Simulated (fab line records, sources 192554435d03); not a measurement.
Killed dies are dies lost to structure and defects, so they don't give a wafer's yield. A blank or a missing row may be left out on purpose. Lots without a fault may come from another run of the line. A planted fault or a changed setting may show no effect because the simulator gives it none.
fab line records | flow n5_finfet
record lots=6 wafers=16 last_day=16
route steps=1938 shown STI_FIN_REVEAL@184 DUMMY_GATE@212 BEOL_M4@1111 PASSIVATION@1936
lots that met no fault: from a run of the same line without faults
start_h: hours from the record's first day to the start of the lot's first wafer shown | wait_h: hours since the lot's step before | " the same as in the row above | L1.1+2: a row that stands for several wafers | - no value, or no start given | * or withheld: withheld | < > ~ a bound
route shown NAME@n: a module of which the file shows steps, and the number in the route of the first | usual: mean/standard deviation of fault-free wafers | same: alike in all rows | chamber/n: place in a boat | sites: the reading at each site | _std_site: their standard deviation | _edge_site: outer sites' mean less inner sites' | radius_mm: how far each site lies from the wafer's centre | mask NAME#n: copy n | behind: the tool/chamber that last shaped the wafer | hold: why the lot was held/for how many hours/how that ended | device: the transistor (n, p or np) that didn't switch | end of line: the same wafers' tests at the end of the route | a step without rows: its recipe alone | killed: dies lost to structure and defects at the first sort, not the wafer's yield | map: a wafer's dies, x killed, . not, _ none there
set.NAME: the setting as run; set.NAME@STEP: as run at that earlier step | model.NAME: the simulator's own value behind a step, which no gauge read
lots at some steps of the route; a table a step, a row a wafer
services: from which hour (start_h, from the record's first day; less than 0 if before it) a tool's chamber was out of use, for how many hours, and why
## steps
# step N5_STI_FIN_REVEAL_ALD_14
# recipe material=Si3N4 target_thk_a=30 temp_c=400 ald_precursor_family=SiH2I2 ald_co_reactant=N2/H2-plasma pressure_torr=2
# usual heater_power_w=867/70
# columns lot.wafer tool chamber start_h wait_h heater_power_w since_wet_clean_h
L645.1 ald_sin-01 3 39.72 0.0 884 229
L645.2 " 1 " " 918 229
L645.5 " 0 " " 745 -
L647.2 ald_sin-03 2 54.43 0.0 906 335
L647.3 " 3 " " 906 335
L647.4 " 1 " " 755 335
L649.1 ald_sin-01 0 67.53 0.0 747 257
L649.2 " 3 " " 912 257
L649.3 " 2 " " 862 257
L655.2 ald_sin-03 2 101.44 0.0 891 2
L655.3 " 3 " " 885 2
L655.4 " 0 " " 872 2
L663.3 ald_sin-04 0 147.90 0.0 837 140
L663.6 " 0 " " 839 -
L664.3 ald_sin-01 3 153.69 0.0 936 343
L664.6 " 1 " " 940 -
# step N5_STI_FIN_REVEAL_FCVD_FILL_01
# recipe material=SiO2_flowable target_thk_a=3120 temp_c=100 pressure_torr=0.8 rf_w=2000 time_s=512.2
# step N5_STI_FIN_REVEAL_DENSIFY_02
# recipe temp_c=650 ambient=steam time_s=1800 idle_temp_c=400 densification_p_h2o_torr=640
# step N5_STI_FIN_REVEAL_CMP_04
# recipe stop_on=Si3N4 t_overpolish_s=4 down_force_psi=2 platen_rpm=54.18 post_cmp_clean=alkaline_brush pad_velocity_m_s=1.078 target_thk_nm=131.83
# step N5_STI_FIN_REVEAL_THK_MEAS_05
# usual thk_nm=132.2/1.6
# columns lot.wafer tool chamber start_h wait_h thk_nm
L645.1 film_metro-01 - 45.05 - 130.8
L645.2 " - " " 131.0
L645.5 " - " " 131.1
L647.2 film_metro-01 - 59.77 - 133.6
L647.3 " - " " 135.5
L647.4 " - " " 131.7
L649.1 film_metro-02 - 72.87 - 135.8
L649.2 " - " " 133.9
L649.3 " - " " 134.7
L655.2 film_metro-01 - 106.84 - 131.6
L655.3 " - " " 135.0
L655.4 " - " " 134.4
L663.3 film_metro-01 - 153.24 - 132.5
L663.6 " - " " 132.2
L664.3 film_metro-02 - 159.03 - 131.6
L664.6 " - " " 129.9
# step N5_STI_FIN_REVEAL_DENSIFY_30
# recipe temp_c=* time_s=* ambient=N2 idle_temp_c=600 ramp_up_c_per_s=150 ramp_down_c_per_s=60 cool_to_c=600
# usual lamp_power_pct=11.53/0.054 wafer_temp_C_max=*
# columns lot.wafer tool chamber start_h wait_h lamp_power_pct wafer_temp_C_max
L645.1 rtp_anneal-01 0 45.08 0.0 11.59 *
L645.2 " 0 " " 11.46 *
L645.5 " 0 " " 11.55 *
L647.2 rtp_anneal-02 0 59.82 0.1 11.44 *
L647.3 " 0 " " 11.47 *
L647.4 " 0 " " 11.62 *
L649.1 rtp_anneal-02 0 72.89 0.0 11.56 *
L649.2 " 0 " " 11.63 *
L649.3 " 0 " " 11.61 *
L655.2 rtp_anneal-02 0 106.89 0.1 11.61 *
L655.3 " 0 " " 11.42 *
L655.4 " 0 " " 11.57 *
L663.3 rtp_anneal-01 0 153.81 0.6 11.54 *
L663.6 " 0 " " 11.49 *
L664.3 rtp_anneal-01 0 159.11 0.1 11.52 *
L664.6 " 0 " " 11.55 *
# step N5_STI_FIN_REVEAL_ETCHBACK_08
# recipe chemistry=C4F6/O2 target=SiO2 target_depth_a=305 time_s=10.167 ion_energy_ev=250 pressure_mtorr=30 source_w=345 bias_w=185 Ar_flow_sccm=300 C4F6_flow_sccm=10 O2_flow_sccm=10
# usual C4F6_flow_sccm=10.00/0.032 O2_flow_sccm=10.00/0.031 drypump_motor_current_A=5.7/0.33 oes_product_au=0.80/0.086 rf_vpp_V=669/20 showerhead_plenum_p_Torr=2.87/0.062 throttle_valve_pct=21.15/0.29
# columns lot.wafer tool chamber start_h wait_h C4F6_flow_sccm O2_flow_sccm drypump_motor_current_A oes_product_au rf_hours_counter_h rf_vpp_V showerhead_plenum_p_Torr throttle_valve_pct
L645.1 rie_diel-04 2 45.38 0.3 9.97 9.97 5.5 0.76 145 638 2.96 20.87
L645.2 " 3 " " 9.99 9.98 6.2 0.87 30 672 2.82 21.09
L645.5 " 1 " " 10.02 10.02 5.4 0.74 - 688 2.85 21.02
L647.2 rie_diel-01 2 60.08 0.2 10.00 9.93 5.9 0.70 199 658 2.75 21.77
L647.3 " 1 " " 10.00 9.95 5.6 0.77 152 684 2.93 21.33
L647.4 " 2 " " 10.01 9.99 5.8 0.71 - 659 2.75 21.78
L649.1 rie_diel-04 1 73.18 0.3 10.02 9.95 5.4 0.73 176 685 2.84 21.02
L649.2 " 0 " " 10.03 9.97 6.2 0.97 7 692 2.90 20.78
L649.3 " 2 " " 9.97 10.00 5.4 0.74 158 641 2.96 20.89
L655.2 rie_diel-01 1 107.08 0.2 10.04 10.04 5.6 0.75 171 684 2.92 21.34
L655.3 " 0 " " 9.99 10.06 5.1 0.93 10 646 2.89 20.87
L655.4 " 2 " " 10.03 9.99 5.8 0.69 217 659 2.75 21.81
L663.3 rie_diel-04 2 153.96 0.1 9.94 10.00 5.5 0.72 187 638 2.94 20.94
L663.6 " 2 " " 9.99 9.97 5.5 0.73 - 640 2.94 20.96
L664.3 rie_diel-06 3 159.28 0.1 10.00 10.03 6.0 0.82 92 638 2.87 20.96
L664.6 " 2 " " 10.04 10.00 5.6 0.85 - 671 2.90 21.46
# step N5_STI_FIN_REVEAL_STRIP_24
# recipe chemistry=N2/H2 time_s=90 power_w=100 temp_c=40 pressure_mtorr=100 rf_frequency_hz=6e+07 bias_power_w=3 n2_flow_sccm=300 h2_flow_sccm=300
# step N5_STI_FIN_REVEAL_PRECLEAN_25
# recipe chemistry=SPM time_s=90 temp_c=120 mix=4:1
# step N5_STI_FIN_REVEAL_PRECLEAN_26
# recipe chemistry=SC1 time_s=45 temp_c=46 mix=1:2:100
# step N5_STI_FIN_REVEAL_PRECLEAN_29
# recipe chemistry=DHF time_s=30 temp_c=25 dilution=300:1
# step N5_STI_FIN_REVEAL_SRD_12
# recipe time_s=30 temp_c=23 rinse_liquid=diw dry=ipa_marangoni
# step N5_STI_FIN_REVEAL_RECESS_09
# recipe chemistry=HF/NH3 target=SiO2 afs_cycles=11 target_depth_a=425 temp_c=30 sublimation_temp_c=180 sublimation_time_s=60
# usual drypump_motor_current_A=5.51/0.26
# same afs_cycles=11
# columns lot.wafer tool chamber start_h wait_h drypump_motor_current_A
L645.1 vapor_etch-01 0 45.63 0.0 5.19
L645.2 " 1 " " 5.88
L645.5 " 0 46.69 1.1 5.21
L647.2 vapor_etch-02 1 60.33 0.0 5.61
L647.3 " 0 " " 5.33
L647.4 " 1 " " 5.59
L649.1 vapor_etch-01 1 73.44 0.0 5.88
L649.2 " 0 " " 5.22
L649.3 " 0 " " 5.22
L655.2 vapor_etch-01 1 107.33 0.0 5.88
L655.3 " 1 " " 5.88
L655.4 " 0 " " 5.21
L663.3 vapor_etch-02 0 154.74 0.6 5.34
L663.6 " 1 " " 5.61
L664.3 vapor_etch-02 0 160.07 0.6 5.33
L664.6 " 1 " " 5.58
# step N5_STI_FIN_REVEAL_STRIP_16
# recipe chemistry=H3PO4 material=SiNx temp_c=165 target_depth_a=238 overetch_fraction=0.4964 dry=ipa_marangoni
# step N5_STI_FIN_REVEAL_PRECLEAN_17
# recipe chemistry=NF3:NH3 afs_cycles=1 temp_c=30 time_s=20 sublimation_temp_c=180 sublimation_time_s=60 pressure_torr=3 rf_power_w=30
# step N5_STI_FIN_REVEAL_ETCH_34
# recipe chemistry=H2 mode=isotropic material=Si target=Si target_depth_a=9.7 temp_c=20 pressure_mtorr=4.5 icp_w=300 bias_w=0 h2_flow_sccm=7.5 he_flow_sccm=142.5
# step N5_STI_FIN_REVEAL_OXIDATION_31
# recipe chemistry=O2_PLASMA_REMOTE temp_c=150 time_s=20 pressure_mtorr=1000 source_power_w=2000 o2_flow_sccm=3000
# step N5_STI_FIN_REVEAL_PRECLEAN_32
# recipe chemistry=NF3:NH3 afs_cycles=1 temp_c=30 time_s=20 sublimation_temp_c=180 sublimation_time_s=60 pressure_torr=3 rf_power_w=30
# step N5_STI_FIN_REVEAL_STRIP_35
# recipe chemistry=H3PO4 material=Si3N4 temp_c=165 target_depth_a=40 time_s=39
# step N5_STI_FIN_REVEAL_SRD_21
# recipe dry=ipa_marangoni time_s=30 temp_c=23 rinse_liquid=diw
# step N5_STI_FIN_REVEAL_OXIDATION_33
# recipe chemistry=O2_PLASMA_REMOTE temp_c=150 time_s=20 pressure_mtorr=1000 source_power_w=2000 o2_flow_sccm=3000
# usual drypump_motor_current_A=5.7/0.37 heater_power_w=153/17 o2_flow_sccm=3000/9.1
# columns lot.wafer tool chamber start_h wait_h drypump_motor_current_A heater_power_w o2_flow_sccm rf_hours_counter_h
L645.1 plasma_asher-01 0 48.21 0.0 6.2 134 2988 74
L645.2 " 1 " " 5.2 160 3013 74
L645.5 " 0 " " 6.2 137 3011 -
L647.2 plasma_asher-02 0 62.84 0.0 5.4 177 3008 36
L647.3 " 0 " " 5.4 178 3011 -
L647.4 " 1 " " 5.9 142 2997 -
L649.1 plasma_asher-01 0 75.96 0.0 6.1 131 3023 79
L649.2 " 1 " " 5.2 158 2994 79
L649.3 " 0 " " 6.1 136 3015 -
L655.2 plasma_asher-01 0 109.83 0.0 6.1 134 2995 86
L655.3 " 0 " " 6.1 137 2982 -
L655.4 " 1 " " 5.2 160 2995 -
L663.3 plasma_asher-02 0 157.24 0.5 5.4 177 2990 -
L663.6 " 1 " " 5.9 139 3004 -
L664.3 plasma_asher-02 1 162.16 0.0 5.9 144 2997 -
L664.6 " 0 " " 5.4 179 3004 -
# step N5_STI_FIN_REVEAL_CLEAN_19
# recipe chemistry=O3/DIW temp_c=25 time_s=120 o3_ppm=10
# step N5_STI_FIN_REVEAL_SRD_23
# recipe dry=ipa_marangoni time_s=30 temp_c=23 rinse_liquid=diw
# step N5_STI_FIN_REVEAL_CD_MEAS_22
# recipe target_cd_nm=6.238 pitch_nm=28 polarity=line
# usual cd_nm=6.3/0.31
# columns lot.wafer tool chamber start_h wait_h cd_nm
L645.1 cd_sem-02 - 48.38 0.0 6.5
L645.2 " - " " 6.3
L645.5 " - " " 6.3
L647.2 cd_sem-01 - 63.01 0.0 6.0
L647.3 " - " " 5.8
L647.4 " - " " 5.8
L649.1 cd_sem-01 - 76.13 0.0 6.4
L649.2 " - " " 6.1
L649.3 " - " " 6.0
L655.2 cd_sem-02 - 110.00 0.0 6.3
L655.3 " - " " 6.6
L655.4 " - " " 6.1
L663.3 cd_sem-02 - 157.39 0.0 6.3
L663.6 " - " " 6.8
L664.3 cd_sem-03 - 162.31 0.0 5.9
L664.6 " - " " 6.2
# step N5_STI_FIN_REVEAL_FIN_H_MEAS_10
# usual trench_depth_nm=52.1/0.85
# columns lot.wafer tool chamber start_h wait_h trench_depth_nm
L645.1 ocd-02 - 48.41 0.0 52.6
L645.2 " - " " 50.6
L645.5 " - " " 50.6
L647.2 ocd-02 - 63.04 0.0 50.7
L647.3 " - " " 51.8
L647.4 " - " " 51.2
L649.1 ocd-02 - 76.16 0.0 51.5
L649.2 " - " " 53.2
L649.3 " - " " 51.8
L655.2 ocd-02 - 110.03 0.0 51.3
L655.3 " - " " 52.8
L655.4 " - " " 50.9
L663.3 ocd-01 - 157.42 0.0 56.8
L663.6 " - " " 53.3
L664.3 ocd-01 - 162.34 0.0 55.2
L664.6 " - " " 53.2
# step N5_STI_FIN_REVEAL_PRECLEAN_18
# recipe chemistry=SC2 time_s=45 temp_c=35 mix=1:1:50
# step N5_STI_FIN_REVEAL_SRD_28
# recipe dry=ipa_marangoni time_s=30 temp_c=23 rinse_liquid=diw
# step N5_STI_FIN_REVEAL_INSPECT_13
# recipe inspect_instrument=darkfield mode=post_clean
# usual raw_defect_count=12/5.2
# columns lot.wafer tool chamber start_h wait_h raw_defect_count
L645.1 defect_inspect-01 - 48.49 0.0 7
L645.2 " - " " 14
L645.5 " - " " 8
L647.2 defect_inspect-01 - 63.13 0.0 7
L647.3 " - " " 12
L647.4 " - " " 12
L649.1 defect_inspect-02 - 76.25 0.0 14
L649.2 " - " " 9
L649.3 " - " " 8
L655.2 defect_inspect-01 - 110.11 0.0 14
L655.3 " - " " 5
L655.4 " - " " 17
L663.3 defect_inspect-01 - 157.51 0.0 16
L663.6 " - " " 13
L664.3 defect_inspect-01 - 162.43 0.0 13
L664.6 " - " " 12
# step N5_DUMMY_GATE_PRECLEAN_00
# recipe chemistry=O3/DIW time_s=60 temp_c=22 o3_ppm=10
# step N5_DUMMY_GATE_SRD_01
# recipe time_s=30 temp_c=23 rinse_liquid=diw dry=ipa_marangoni
# step N5_DUMMY_GATE_ALD_02
# recipe material=SiO2 target_thk_a=20 temp_c=300 ald_precursor_family=BDEAS ald_co_reactant=O2-plasma pulse_time_s=1 pressure_torr=2
# usual heater_power_w=478/36 precursor_pulse_height_rel=0.998/0.017
# columns lot.wafer tool chamber start_h wait_h heater_power_w precursor_pulse_height_rel since_wet_clean_h
L645.1 ald_sin-01 0 48.59 0.0 414 0.989 238
L645.2 " 3 " " 501 1.000 238
L645.5 " 1 " " 527 0.999 -
L647.2 ald_sin-03 1 63.22 0.0 432 0.989 344
L647.3 " 0 " " 505 1.010 344
L647.4 " 2 " " 484 0.989 344
L649.1 ald_sin-01 2 76.35 0.0 485 0.981 266
L649.2 " 0 " " 409 0.993 266
L649.3 " 3 " " 499 0.994 266
L655.2 ald_sin-03 3 110.28 0.1 498 0.986 11
L655.3 " 1 " " 439 0.997 11
L655.4 " 0 " " 486 0.991 11
L663.3 ald_sin-01 1 157.60 0.0 519 1.001 347
L663.6 " 2 " " 467 0.983 -
L664.3 ald_sin-02 1 162.52 0.0 442 0.999 259
L664.6 " 2 " " 502 1.008 -
# step N5_DUMMY_GATE_CVD_03
# recipe material=a-Si target_thk_a=1500 temp_c=530 precursor=SiH4 time_s=8042
# step N5_DUMMY_GATE_PRECLEAN_46
# recipe chemistry=DIW time_s=89.5 temp_c=23
# step N5_DUMMY_GATE_SRD_47
# recipe dry_time_s=32 dry=n2_spin spin_rpm=1500
# step N5_DUMMY_GATE_CMP_04
# recipe material=a-Si post_cmp_clean=alkaline_brush
# step N5_DUMMY_GATE_THK_MEAS_05
# usual thk_nm=72.4/1.6
# columns lot.wafer tool chamber start_h wait_h thk_nm
L645.1 film_metro-02 - 52.69 0.1 72.1
L645.2 " - " " 71.2
L645.5 " - " " 70.5
L647.2 film_metro-01 - 67.32 0.1 71.8
L647.3 " - " " 75.7
L647.4 " - " " 74.9
L649.1 film_metro-01 - 80.47 0.1 73.1
L649.2 " - " " 72.3
L649.3 " - " " 72.1
L655.2 film_metro-01 - 114.37 0.1 71.5
L655.3 " - " " 73.3
L655.4 " - " " 72.6
L663.3 film_metro-02 - 161.68 0.2 70.1
L663.6 " - " " 69.7
L664.3 film_metro-02 - 166.63 0.2 69.5
L664.6 " - " " 69.1
# step N5_DUMMY_GATE_HM_DEP_06
# recipe material=SiNx target_thk_a=800 precursor=DCS/NH3 temp_c=700 pressure_mtorr=300 time_s=5141
# step N5_DUMMY_GATE_PECVD_30
# recipe material=SiO2 target_thk_a=550 temp_c=400 precursor=TEOS/O2 pressure_torr=6.5 rf_w=withheld teos_flow_sccm=withheld gas=O2 flow_sccm=2650 time_s=10.8
# step N5_DUMMY_GATE_COAT_34
# recipe resist=SOC temp_c=250 time_s=60 spin_rpm=1500 resist_thk_nm=60
# step N5_DUMMY_GATE_COAT_35
# recipe resist=SiARC temp_c=220 time_s=60 spin_rpm=1500 resist_thk_nm=10
# step N5_DUMMY_GATE_COAT_28
# recipe resist=underlayer temp_c=205 time_s=60 spin_rpm=1500 resist_thk_nm=10
# step N5_DUMMY_GATE_COAT_09
# recipe resist=CAR-EUV spin_rpm=1500 resist_thk_nm=30
# step N5_BEOL_M4_RC_MEAS_101
# usual DIBL_N=36.0/2.2 DIBL_P=35.9/2.6 IOFF_N=0.16/0.038 IOFF_P=0.21/0.042 ION_N=675/15 ION_P=463/10 SS_N=71.5/0.62 SS_P=73.2/0.76 VT_N=250/4.1 VT_P=-251/3.6
# columns lot.wafer tool chamber start_h wait_h DIBL_N[mV/V] DIBL_P[mV/V] IOFF_N[nA/um] IOFF_P[nA/um] ION_N[uA/um] ION_P[uA/um] SS_N[mV/dec] SS_P[mV/dec] VT_N[mV] VT_P[mV]
L645.1 prober-02 0 168.61 0.0 37.0 39.1 0.19 0.24 697 471 71.8 73.7 245 -251
L645.2 " 0 " " 35.8 36.3 0.15 0.18 670 452 70.9 73.2 254 -252
L645.5 " 0 " " 35.5 36.4 0.15 0.19 664 453 72.0 73.5 251 -254
L647.2 prober-01 0 192.88 0.2 35.1 34.2 0.13 0.18 652 450 72.1 73.2 254 -254
L647.3 " 0 " " 29.7 28.3 0.08 0.12 649 450 70.1 70.8 257 -259
L647.4 " 0 " " 32.0 30.9 0.09 0.14 629 442 71.3 73.2 259 -257
L649.1 prober-01 0 210.74 0.0 40.7 38.3 0.21 0.25 689 463 71.7 73.5 246 -250
L649.2 " 0 " " 36.1 34.8 0.13 0.18 684 470 71.2 72.5 253 -253
L649.3 " 0 " " 35.0 32.6 0.11 0.16 664 460 71.0 72.3 255 -254
L655.2 prober-01 0 247.44 0.2 35.2 36.6 0.15 0.20 673 460 71.2 72.6 249 -249
L655.3 " 0 " " 34.9 37.1 0.16 0.21 685 467 71.1 72.7 246 -248
L655.4 " 0 " " 36.3 36.2 0.14 0.19 647 444 72.0 72.4 253 -251
L664.3 prober-02 0 290.48 0.3 35.0 34.5 0.16 0.23 708 483 71.0 73.0 250 -247
L664.6 " 0 " " 37.3 37.0 0.20 0.27 702 480 71.6 73.8 246 -244
L663.3 prober-02 0 293.88 0.3 35.0 36.3 0.16 0.20 729 493 70.7 72.9 247 -250
L663.6 " 0 " " 39.5 40.8 0.26 0.29 706 482 72.5 75.1 245 -244
# step N5_PASSIVATION_PROBE_49
# usual defect_limited_yield=91.4/1.6 killed_at_M0_to_M3=35/10 killed_at_M4_up=12/4.7 killed_at_contacts=12/5.8 killed_at_front_end=38/12 killed_at_other=4/3.2 killed_dies=102/18 killed_open=68/14 killed_short=32/8 sort_bin_5_function=5.1/0.96 sort_bin_6_memory=3.2/0.77 sort_bin_8_speed=0.1/0.39 sort_n_pass=1078/20 sort_yield_pct=91.3/1.7
# same gross_dies=1180 killed_at_back_side=0 sort_bin_4_leakage[%]=0
# columns lot.wafer tool chamber start_h wait_h defect_limited_yield[%] killed_at_M0_to_M3 killed_at_M4_up killed_at_contacts killed_at_front_end killed_at_other killed_dies killed_open killed_short sort_bin_5_function[%] sort_bin_6_memory[%] sort_bin_8_speed[%] sort_n_pass sort_yield_pct[%]
L645.1 prober-02 - 276.19 0.0 93.3 24 15 7 32 1 79 45 32 4.0 2.4 0 1101 93.3
L645.2 prober-02 - 276.24 0.1 93.5 27 8 12 29 1 77 43 34 4.5 1.5 0 1103 93.5
L645.5 prober-02 - 276.39 0.2 95.1 13 13 7 24 1 58 45 13 3.1 1.9 0 1122 95.1
L647.2 prober-01 - 291.93 0.1 88.4 47 17 10 59 4 137 86 50 6.9 4.3 0 1043 88.4
L647.3 prober-01 - 291.98 0.1 88.4 44 9 17 62 5 137 80 56 6.3 4.9 0 1043 88.4
L647.4 prober-01 - 292.03 0.2 89.6 28 16 14 58 7 123 89 34 5.6 4.6 1.8 1036 87.8
L649.1 prober-02 - 319.68 0.0 94.1 25 8 7 25 5 70 41 20 3.0 2.2 0 1110 94.1
L649.2 prober-02 - 319.73 0.1 91.9 41 19 8 27 1 96 62 34 5.0 3.0 0 1084 91.9
L649.3 prober-02 - 319.78 0.1 93.5 45 10 5 12 5 77 45 31 4.2 2.4 0 1103 93.5
L655.2 prober-02 - 358.40 0.1 90.9 56 15 9 21 6 107 70 34 5.0 3.4 0 1073 90.9
L655.3 prober-02 - 358.45 0.1 93.1 24 6 13 35 4 82 59 23 4.2 2.5 0 1098 93.1
L655.4 prober-02 - 358.50 0.2 91.2 39 9 10 43 3 104 71 33 6.0 2.5 0 1076 91.2
L664.3 prober-02 - 390.85 0.5 89.4 52 12 16 42 3 125 80 45 6.0 4.2 0 1055 89.4
L664.6 prober-02 - 391.00 0.6 90.0 39 27 14 38 0 118 88 30 6.4 3.3 0 1062 90.0
L663.3 prober-01 - 394.40 0.1 91.2 34 9 9 47 5 104 72 31 5.6 3.0 0 1076 91.2
L663.6 prober-01 - 394.55 0.3 90.6 23 21 18 42 7 111 72 39 5.8 3.5 0 1069 90.6
# killed by level:class
L645.1 FIN_SAQP:geometric_particle:short=9 MOL_CONTACT_COAG:geometric_particle:open=5 BEOL_M2:geometric_particle:open=5 BEOL_M4:geometric_particle:open=5 DUMMY_GATE:geometric_particle:open=4 BEOL_M0_SAQP:geometric_particle:open=4 BEOL_M0_SAQP:geometric_particle:short=4 FIN_SAQP:geometric_particle:open=3
L645.2 MOL_CONTACT_COAG:geometric_particle:open=9 BEOL_M0_SAQP:geometric_particle:short=8 BEOL_M3:geometric_particle:open=8 FIN_SAQP:geometric_particle:open=6 FIN_SAQP:geometric_particle:short=5 STARTING-WAFER:geometric_particle:short=5 BEOL_M2:geometric_particle:open=4 STI_FIN_REVEAL:geometric_particle:short=3
L645.5 MOL_CONTACT_COAG:geometric_particle:open=6 BEOL_M2:geometric_particle:open=6 STI_FIN_REVEAL:geometric_particle:open=5 BEOL_M3:geometric_particle:open=5 FIN_SAQP:geometric_particle:short=4 FIN_SAQP:geometric_particle:open=3 ILD0:geometric_particle:open=3 ILD0:geometric_particle:short=2
L647.2 STI_FIN_REVEAL:geometric_particle:open=15 BEOL_M0_SAQP:geometric_particle:short=15 FIN_SAQP:geometric_particle:open=9 BEOL_M0_SAQP:geometric_particle:open=9 FIN_SAQP:geometric_particle:short=8 MOL_CONTACT_COAG:geometric_particle:open=8 BEOL_M4:geometric_particle:open=7 GATE_CUT:geometric_particle:short=6
L647.3 FIN_SAQP:geometric_particle:open=15 BEOL_M0_SAQP:geometric_particle:short=15 BEOL_M0_SAQP:geometric_particle:open=12 MOL_CONTACT_COAG:geometric_particle:open=12 BEOL_M2:geometric_particle:short=7 DUMMY_GATE:geometric_particle:open=6 ILD0:geometric_particle:short=6 ILD0:geometric_particle:open=5
L647.4 FIN_SAQP:geometric_particle:open=13 STI_FIN_REVEAL:geometric_particle:open=13 MOL_CONTACT_COAG:geometric_particle:open=12 BEOL_M4:geometric_particle:open=9 BEOL_M0_SAQP:geometric_particle:open=7 FIN_SAQP:geometric_particle:short=6 DUMMY_GATE:geometric_particle:open=6 BEOL_M1:geometric_particle:open=6
L649.1 HKMG_FIN:area_etch=8 STI_FIN_REVEAL:geometric_particle:open=5 MOL_CONTACT_COAG:geometric_particle:open=5 BEOL_M3:geometric_particle:open=5 BEOL_M0_SAQP:geometric_particle:short=4 BEOL_M0_SAQP:geometric_particle:open=4 BEOL_M0:geometric_particle:open=3 BEOL_M1:geometric_particle:open=3
L649.2 BEOL_M0_SAQP:geometric_particle:short=13 BEOL_M4:geometric_particle:open=12 BEOL_M3:geometric_particle:open=10 MOL_CONTACT_COAG:geometric_particle:open=6 DUMMY_GATE:geometric_particle:open=5 BEOL_M0_SAQP:geometric_particle:open=5 BEOL_M0:geometric_particle:open=5 GATE_CUT:geometric_particle:short=4
L649.3 BEOL_M0_SAQP:geometric_particle:short=11 BEOL_M0_SAQP:geometric_particle:open=10 BEOL_M1:geometric_particle:open=7 BEOL_M2:geometric_particle:open=5 BEOL_M4:geometric_particle:open=4 MOL_CONTACT_COAG:geometric_particle:open=3 BEOL_M2:geometric_particle:short=3 STARTING-WAFER:geometric_particle:short=3
L655.2 BEOL_M2:geometric_particle:open=16 MOL_CONTACT_COAG:geometric_particle:open=8 BEOL_M3:geometric_particle:short=8 BEOL_M0_SAQP:geometric_particle:open=7 BEOL_M3:geometric_particle:open=7 BEOL_M4:geometric_particle:open=7 STI_FIN_REVEAL:geometric_particle:open=6 BEOL_M0_SAQP:geometric_particle:short=6
L655.3 FIN_SAQP:geometric_particle:open=13 MOL_CONTACT_COAG:geometric_particle:open=11 FIN_SAQP:geometric_particle:short=6 BEOL_M1:geometric_particle:open=6 BEOL_M2:geometric_particle:open=6 DUMMY_GATE:geometric_particle:open=3 BEOL_M0_SAQP:geometric_particle:open=3 BEOL_M3:geometric_particle:open=3
L655.4 FIN_SAQP:geometric_particle:open=13 BEOL_M2:geometric_particle:open=12 MOL_CONTACT_COAG:geometric_particle:open=10 BEOL_M0_SAQP:geometric_particle:open=10 BEOL_M0_SAQP:geometric_particle:short=9 FIN_SAQP:geometric_particle:short=6 STARTING-WAFER:geometric_particle:open=5 STARTING-WAFER:geometric_particle:short=3
L664.3 MOL_CONTACT_COAG:geometric_particle:open=16 FIN_SAQP:geometric_particle:short=12 BEOL_M0_SAQP:geometric_particle:short=12 BEOL_M0_SAQP:geometric_particle:open=10 BEOL_M1:geometric_particle:open=10 BEOL_M0:geometric_particle:open=8 FIN_SAQP:geometric_particle:open=7 BEOL_M4:geometric_particle:open=5
L664.6 BEOL_M4:geometric_particle:open=18 FIN_SAQP:geometric_particle:open=12 MOL_CONTACT_COAG:geometric_particle:open=11 BEOL_M0_SAQP:geometric_particle:short=8 BEOL_M1:geometric_particle:open=8 BEOL_M2:geometric_particle:open=7 BEOL_M0_SAQP:geometric_particle:open=4 FIN_SAQP:geometric_particle:short=4
L663.3 STI_FIN_REVEAL:geometric_particle:open=14 BEOL_M3:geometric_particle:open=12 FIN_SAQP:geometric_particle:short=8 BEOL_M0_SAQP:geometric_particle:short=8 BEOL_M0_SAQP:geometric_particle:open=8 MOL_CONTACT_COAG:geometric_particle:open=8 DUMMY_GATE:geometric_particle:open=6 BEOL_M4:geometric_particle:open=5
L663.6 STI_FIN_REVEAL:geometric_particle:open=17 MOL_CONTACT_COAG:geometric_particle:open=13 BEOL_M4:geometric_particle:open=8 BEOL_M0_SAQP:geometric_particle:open=7 FIN_SAQP:geometric_particle:short=5 MOL_CONTACT_COAG:geometric_particle:short=5 BEOL_M3:geometric_particle:open=5 FIN_SAQP:geometric_particle:open=4
## services
# columns tool chamber start_h hours kind
ald_sin-03 2 19.50 4.5 repair
rie_diel-01 2 33.57 4.7 repair
rie_diel-06 - 36.66 28.1 pm
ald_sin-01 2 37.67 17.9 repair
plasma_asher-01 - 44.69 1.3 repair
ald_sin-04 3 47.30 10.1 repair
rie_diel-04 - 56.67 2.8 pm
rie_diel-01 3 64.59 9.1 repair
rie_diel-06 3 73.33 7.0 repair
ald_sin-03 2 73.47 9.4 repair
vapor_etch-01 - 75.51 0.5 repair
vapor_etch-01 0 84.13 4.2 repair
ald_sin-03 - 85.25 14.0 pm
ald_sin-03 0 85.25 14.0 vent_cycle
ald_sin-03 1 85.25 14.0 vent_cycle
ald_sin-03 2 85.25 14.0 vent_cycle
ald_sin-03 3 85.25 14.0 vent_cycle
vapor_etch-01 - 101.37 0.5 repair
rie_diel-04 0 102.22 2.3 repair
ald_sin-04 3 102.77 18.7 repair
ald_sin-01 1 144.50 5.2 repair
plasma_asher-01 - 149.50 9.1 repair
ald_sin-02 0 151.84 12.4 repair
rie_diel-06 0 155.65 13.1 repair
## key
first_sign step=N5_STI_FIN_REVEAL_FIN_H_MEAS_10 reading=trench_depth_nm direction=up sigmas=4.5 usual=52.1 struck=56.0
effect step=N5_BEOL_M4_RC_MEAS_101 reading=ION_N direction=up sigmas=2.8 usual=675 struck=718
effect step=N5_BEOL_M4_RC_MEAS_101 reading=ION_P direction=up sigmas=2.5 usual=463 struck=488
met_at N5_STI_FIN_REVEAL_RECESS_09
struck_wafers L663.3,L664.3
onset_between 60.33 154.74
fault kind=process_parameter_drift tool=vapor_etch-02 chamber=- onset_h=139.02 steps=N5_STI_FIN_REVEAL_RECESS_09 channel=target_depth_a offset=35.513 shape=step end_h=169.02 scope=struck_wafers_only acts_in=these_recipes_only stated=425
